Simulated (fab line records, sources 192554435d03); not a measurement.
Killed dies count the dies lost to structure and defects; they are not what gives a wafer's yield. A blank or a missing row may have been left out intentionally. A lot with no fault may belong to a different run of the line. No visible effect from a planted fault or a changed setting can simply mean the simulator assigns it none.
Split-lot trial    flow n5 finfet    21 wafers read across 7 lots, on a route 1938 steps long

## ABOUT THE SPLIT
At N5_BEOL_M0_SAQP_ETCH_107 (etches SiNx in CH3F/O2, target depth 30 nm), the setting bias w was moved away from the recipe's 73 W on 7 of the 21 wafers read, by -13.3% to +17.4%. This setting was run at the recipe's value on the other wafers.

The reading comes from the split's own step.

## THE READING
rf vpp V, in V, at N5_BEOL_M0_SAQP_ETCH_107 (etches SiNx in CH3F/O2, target depth 30 nm). On this fab line, fault-free wafers typically give 296.6 V with a standard deviation of 2.4 V.

wafer   tool, chamber at the split  bias w as run, W  against the recipe  rf vpp V, V  against lot-mates on the recipe
L075.2  rie diel-02, 1              69.64             -4.6%               283.3        -11.8
L075.3  rie diel-02, 0              73                recipe              297.3        -
L075.4  rie diel-02, 3              73                recipe              293.0        -
L080.1  rie diel-02, 3              73                recipe              292.3        -
L080.2  rie diel-02, 2              85.67             +17.4%              337.6        +42.6
L080.6  rie diel-02, 0              73                recipe              297.7        -
L084.1  rie diel-02, 3              73                recipe              293.2        -
L084.2  rie diel-02, 2              64.73             -11.3%              269.9        -25.6
L084.6  rie diel-02, 2              73                recipe              297.8        -
L085.1  rie diel-03, 3              63.99             -12.3%              269.3        -24.5
L085.3  rie diel-03, 1              73                recipe              293.8        -
L085.4  rie diel-03, 0              63.99             -12.3%              269.0        -24.8
L088.1  rie diel-02, 1              73                recipe              293.7        -
L088.2  rie diel-02, 3              73                recipe              292.5        -
L088.3  rie diel-02, 0              73                recipe              297.4        -
L091.2  rie diel-02, 3              73                recipe              292.8        -
L091.3  rie diel-02, 1              73                recipe              295.1        -
L091.4  rie diel-02, 0              64.29             -11.9%              267.3        -26.7
L092.2  rie diel-03, 0              63.3              -13.3%              266.3        -31.3
L092.4  rie diel-03, 2              73                recipe              296.4        -
L092.6  rie diel-03, 0              73                recipe              298.8        -

FIT RESULTS
A straight line over all 21 wafers: rf vpp V changes by +2.28 V for each +1% of bias w; r = +0.99; the points scatter about the line by 2.2 V.
The same after taking each lot's own level away (the mean of its wafers on the recipe; 21 wafers): +2.28 V for each +1%; r = +0.99; scatter 2.1 V.
That fit puts the effect of the largest move of bias w on the reading at 40 V.
The lots' own levels span 293.80 to 297.60 V, that is 1.6 times the standard deviation above.
Consequently the slope shifts little with the lot-to-lot level, the two slopes agreeing.
Check: for one of the wafers moved furthest among these (+17.4%), held out of the fit, the line's prediction against its lot-mates is +37.7 V. It came out at +42.6 V against them.
Tool readings at the split's step, against how far the setting was moved: rf vpp V r = +0.99.

## OTHER SPLITS ON THESE WAFERS
Other splits were also applied to these wafers ahead of the reading. Each is held against what the fit with the lots' levels taken away leaves over:
other split on the same wafers                wafers away from the commonest value  r with rf vpp V (lot level and that fit taken away)
N5_DUMMY_GATE_COAT_28 spin rpm                5                                     -0.18
N5_SD_EPI_N_PEB_07 peb time s                 9                                     +0.08
N5_SDB_CUT_ETCH_26 icp w                      6                                     -0.29
N5_SDB_ALD_29 ald cycles                      3                                     -0.10
N5_HKMG_FIN_ETCH_54 source w                  7                                     +0.03
N5_HKMG_FIN_ETCH_55 bias w                    5                                     -0.33
N5_MOL_CONTACT_COAG_CONTACT_ETCH_14 source w  5                                     +0.10
N5_MOL_CONTACT_COAG_ETCH_15 source w          8                                     +0.08
N5_MOL_CONTACT_COAG_PECVD_31 temp c           7                                     +0.15

## THE WHOLE CHAIN: every reading that the file lists as answering this split, in the file's order
step                      what it does                                reading                                                                         change (the file's fit)              r (the file's)
N5_BEOL_M0_SAQP_ETCH_107  etches SiNx in CH3F/O2, target depth 30 nm  rf vpp V                                                                        +2.3 V for each +1% of the setting   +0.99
N5_BEOL_M0_SAQP_ETCH_107  etches SiNx in CH3F/O2, target depth 30 nm  BEOL_M0_SAQP.feature depth nm (the simulator's own value, which no gauge read)  +0.1 nm for each +1% of the setting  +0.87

## FILE'S OWN FIT
rf vpp V changes by +2.3 V for each +1% of bias w, r = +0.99.
